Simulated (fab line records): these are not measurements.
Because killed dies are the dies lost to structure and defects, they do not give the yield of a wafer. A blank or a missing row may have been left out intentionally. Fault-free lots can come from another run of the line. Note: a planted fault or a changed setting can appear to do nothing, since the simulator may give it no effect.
Lot-split experiment | flow n5_finfet | 21 wafers read across 7 lots, on a route 1938 steps long

== THE SPLIT ITSELF ==
At N5_BEOL_M6_ETCH_66 (etches SOC in N2/H2, target depth 80 nm, overetch 16 nm, time 120 s), the setting bias_w was moved away from the recipe's 150 W on 4 of the 21 wafers read, by -15.6% to +9.5%. For the rest of the wafers, this setting stayed at what the recipe calls for.

The split's own step is where the reading is taken.

== THE READING ==
rf_vpp_V, in V, at N5_BEOL_M6_ETCH_66 (etches SOC in N2/H2, target depth 80 nm, overetch 16 nm, time 120 s). Typical for fault-free wafers on this fab line: 523.4 V, with standard deviation 1.8 V.

wafer  | tool, chamber at the split | bias_w as run, W | against the recipe | rf_vpp_V, V | against lot-mates on the recipe
L079.1 | rie_diel-06, 0             | 150              | recipe             | 525.1       | -
L079.3 | rie_diel-06, 2             | 150              | recipe             | 522.3       | -
L079.5 | rie_diel-06, 3             | 150              | recipe             | 526.7       | -
L082.1 | rie_diel-03, 0             | 150              | recipe             | 522.7       | -
L082.2 | rie_diel-03, 3             | 150              | recipe             | 525.0       | -
L082.4 | rie_diel-03, 2             | 150              | recipe             | 525.3       | -
L083.1 | rie_diel-03, 1             | 150              | recipe             | 522.3       | -
L083.3 | rie_diel-03, 3             | 150              | recipe             | 524.9       | -
L083.6 | rie_diel-03, 2             | 150              | recipe             | 525.4       | -
L089.3 | rie_diel-06, 2             | 150              | recipe             | 522.2       | -
L089.5 | rie_diel-06, 3             | 150              | recipe             | 525.6       | -
L089.6 | rie_diel-06, 2             | 138.8            | -7.5%              | 497.8       | -26.1
L090.2 | rie_diel-05, 2             | 126.6            | -15.6%             | 468.5       | -54.8
L090.3 | rie_diel-05, 3             | 150              | recipe             | 523.3       | -
L090.4 | rie_diel-05, 0             | 126.6            | -15.6%             | 468.9       | -54.4
L094.2 | rie_diel-05, 1             | 150              | recipe             | 525.6       | -
L094.3 | rie_diel-05, 3             | 150              | recipe             | 522.8       | -
L094.5 | rie_diel-05, 3             | 150              | recipe             | 522.5       | -
L095.1 | rie_diel-03, 2             | 150              | recipe             | 523.1       | -
L095.3 | rie_diel-03, 1             | 150              | recipe             | 523.2       | -
L095.4 | rie_diel-03, 0             | 164.2            | +9.5%              | 553.3       | +30.1

FIT RESULTS
A straight line over all 21 wafers: rf_vpp_V changes by +3.46 V for each +1% of bias_w; r = +1.00; the points scatter about the line by 1.6 V.
The same after taking each lot's own level away (the mean of its wafers on the recipe; 21 wafers): +3.44 V for each +1%; r = +1.00; scatter 1.4 V.
On that fit, the largest move of bias_w shifts the reading by 54 V.
The lots' own levels span 523.15 to 524.70 V, that is 0.9 times the standard deviation above.
The two slopes agree, so the slope changes little with the lot-to-lot level.
Check: for one of the wafers moved furthest among these (-15.6%), held out of the fit, the line's prediction against its lot-mates is -53.4 V. It came out at -54.8 V against them.
Tool readings at the split's step, against how far the setting was moved: rf_vpp_V r = +1.00.

== THE FILE'S OWN FIT ==
rf_vpp_V changes by +3.43 V for each +1% of bias_w, r = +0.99.
